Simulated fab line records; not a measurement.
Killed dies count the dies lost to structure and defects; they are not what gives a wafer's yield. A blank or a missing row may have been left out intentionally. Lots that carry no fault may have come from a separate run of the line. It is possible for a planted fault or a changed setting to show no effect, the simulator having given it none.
Matching of chambers || flow nand harc || NHARC_P_STI_CMP_21 on cmp-04: 4 sister chambers
The step polishes, t overpolish 20 s, target thk 380.67 nm. 16 wafers are shown with their chamber, then 8 later ones without.

WAFERS PAIRED WITH THEIR CHAMBERS
{"wafer": "L199.2", "chamber": 1, "motor current A (A)": 12.7, "overpolish run s (s)": 20.010, "slurry filter dp kPa (kPa)": 13.50}
{"wafer": "L199.3", "chamber": 3, "motor current A (A)": 11.5, "overpolish run s (s)": 20.011, "slurry filter dp kPa (kPa)": 13.60}
{"wafer": "L199.4", "chamber": 2, "motor current A (A)": 11.5, "overpolish run s (s)": 20.000, "slurry filter dp kPa (kPa)": 13.54}
{"wafer": "L202.2", "chamber": 3, "motor current A (A)": 11.9, "overpolish run s (s)": 19.996, "slurry filter dp kPa (kPa)": 13.64}
{"wafer": "L202.3", "chamber": 0, "motor current A (A)": 10.9, "overpolish run s (s)": 19.988, "slurry filter dp kPa (kPa)": 13.71}
{"wafer": "L202.4", "chamber": 1, "motor current A (A)": 12.6, "overpolish run s (s)": 20.001, "slurry filter dp kPa (kPa)": 13.75}
{"wafer": "L205.2", "chamber": 1, "motor current A (A)": 13.3, "overpolish run s (s)": 19.990, "slurry filter dp kPa (kPa)": 13.52}
{"wafer": "L205.3", "chamber": 3, "motor current A (A)": 11.1, "overpolish run s (s)": 20.004, "slurry filter dp kPa (kPa)": 13.61}
{"wafer": "L205.5", "chamber": 1, "motor current A (A)": 13.7, "overpolish run s (s)": 19.996, "slurry filter dp kPa (kPa)": 13.74}
{"wafer": "L211.1", "chamber": 3, "motor current A (A)": 11.0, "overpolish run s (s)": 19.998, "slurry filter dp kPa (kPa)": 13.50}
{"wafer": "L211.4", "chamber": 2, "motor current A (A)": 11.0, "overpolish run s (s)": 20.006, "slurry filter dp kPa (kPa)": 13.56}
{"wafer": "L211.6", "chamber": 1, "motor current A (A)": 13.3, "overpolish run s (s)": 20.012, "slurry filter dp kPa (kPa)": 13.59}
{"wafer": "L212.1", "chamber": 0, "motor current A (A)": 11.7, "overpolish run s (s)": 19.994, "slurry filter dp kPa (kPa)": 13.44}
{"wafer": "L212.4", "chamber": 3, "motor current A (A)": 11.1, "overpolish run s (s)": 20.015, "slurry filter dp kPa (kPa)": 13.42}
{"wafer": "L212.6", "chamber": 3, "motor current A (A)": 11.6, "overpolish run s (s)": 19.995, "slurry filter dp kPa (kPa)": 13.51}
{"wafer": "L213.1", "chamber": 3, "motor current A (A)": 10.9, "overpolish run s (s)": 19.996, "slurry filter dp kPa (kPa)": 13.31}

SIGNATURES (means of the wafers above)
{"reading": "motor current A", "chamber 0": 11.300, "chamber 1": 13.120, "chamber 2": 11.250, "chamber 3": 11.300, "scatter within a chamber": 0.42}
{"reading": "overpolish run s", "chamber 0": 19.99100, "chamber 1": 20.00180, "chamber 2": 20.00300, "chamber 3": 20.00214, "scatter within a chamber": 0.00802}
{"reading": "slurry filter dp kPa", "chamber 0": 13.5750, "chamber 1": 13.6200, "chamber 2": 13.5500, "chamber 3": 13.5129, "scatter within a chamber": 0.121}
Rule: a wafer's distance from a chamber is the root of the sum, over the readings, of the square of ((its reading less the chamber's mean) divided by the reading's scatter). If the next closest chamber is less than 2 further off than the closest, the wafer can't be placed; otherwise it belongs to the closest. The scatter is the square root of a quotient: the sum, over the shown wafers, of each reading's squared deviation from its chamber's mean, divided by wafers minus chambers.

WAFERS WITHOUT THEIR CHAMBER
{"wafer": "L213.4", "motor current A (A)": 11.4, "overpolish run s (s)": 20.005, "slurry filter dp kPa (kPa)": 13.37}
{"wafer": "L213.6", "motor current A (A)": 11.2, "overpolish run s (s)": 20.003, "slurry filter dp kPa (kPa)": 13.57}
{"wafer": "L217.1", "motor current A (A)": 11.2, "overpolish run s (s)": 20.004, "slurry filter dp kPa (kPa)": 13.44}
{"wafer": "L217.3", "motor current A (A)": 11.7, "overpolish run s (s)": 20.002, "slurry filter dp kPa (kPa)": 13.64}
{"wafer": "L217.5", "motor current A (A)": 13.0, "overpolish run s (s)": 19.984, "slurry filter dp kPa (kPa)": 13.58}
{"wafer": "L219.1", "motor current A (A)": 12.7, "overpolish run s (s)": 20.008, "slurry filter dp kPa (kPa)": 13.31}
{"wafer": "L219.3", "motor current A (A)": 11.5, "overpolish run s (s)": 20.001, "slurry filter dp kPa (kPa)": 13.71}
{"wafer": "L219.4", "motor current A (A)": 10.8, "overpolish run s (s)": 20.002, "slurry filter dp kPa (kPa)": 13.60}

WHICH CHAMBER EACH WENT THROUGH
{"wafer": "L213.4", "from the rows above": "can't be placed: 3 or 2 or 0", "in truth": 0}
{"wafer": "L213.6", "from the rows above": "can't be placed: 2 or 3 or 0", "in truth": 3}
{"wafer": "L217.1", "from the rows above": "can't be placed: 3 or 2 or 0", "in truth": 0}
{"wafer": "L217.3", "from the rows above": "can't be placed: 2 or 3 or 0", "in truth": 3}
{"wafer": "L217.5", "from the rows above": "can't be placed: 1 or 0", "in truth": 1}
{"wafer": "L219.1", "from the rows above": "can't be placed: 1 or 3 or 2 or 0", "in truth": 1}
{"wafer": "L219.3", "from the rows above": "can't be placed: 2 or 3 or 0", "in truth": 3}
{"wafer": "L219.4", "from the rows above": "can't be placed: 2 or 3 or 0", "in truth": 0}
Correct placement for 0 of the 8. Can't be placed from these rows: 8 (the true chamber is among the candidates in 8). Wrongly placed: 0.
